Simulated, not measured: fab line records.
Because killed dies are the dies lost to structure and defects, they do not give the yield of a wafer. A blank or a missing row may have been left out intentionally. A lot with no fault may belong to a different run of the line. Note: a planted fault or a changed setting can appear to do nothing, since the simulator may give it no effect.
Chamber matching -- flow n5Finfet -- rieDiel-02 running N5_BEOL_M10_ETCH_62: 4 sister chambers
The step etches SOC in N2/H2, target depth 110 nm, overetch 22 nm, time 165 s. 4 wafers are shown with their chamber, then 9 later ones without.

== WAFERS WITH THEIR CHAMBER ==
wafer,chamber,drypumpMotorCurrentA (A)
L085.6,3,6.6
L087.1,0,6.1
L087.2,1,5.9
L087.3,2,5.6

== WAFERS MISSING THEIR CHAMBER ==
wafer,drypumpMotorCurrentA (A)
L090.2,5.9
L090.3,5.6
L090.5,6.5
L094.1,5.6
L094.2,6.1
L094.3,6.6
L095.3,5.9
L095.5,6.1
L095.6,6.6

== WHICH CHAMBER EACH WENT THROUGH ==
wafer,from the rows above,in truth
L090.2,1,1
L090.3,2,2
L090.5,3,3
L094.1,2,2
L094.2,0,0
L094.3,3,3
L095.3,1,1
L095.5,0,0
L095.6,3,3
Placed correctly: 9 of 9. Can't be placed from these rows: 0. 0 placed wrongly.
How it was worked out, from the rows above alone: a wafer's distance from a chamber is the root of the sum, over the readings, of the square of ((its reading less the chamber's mean) divided by the reading's scatter). The wafer belongs to the nearest chamber; if the next one is less than 2 further off, it can't be placed. A chamber's mean is the mean of its shown wafers. The scatter: root of mean squared gap, hidden wafer to nearest shown wafer, with one shown wafer a chamber.
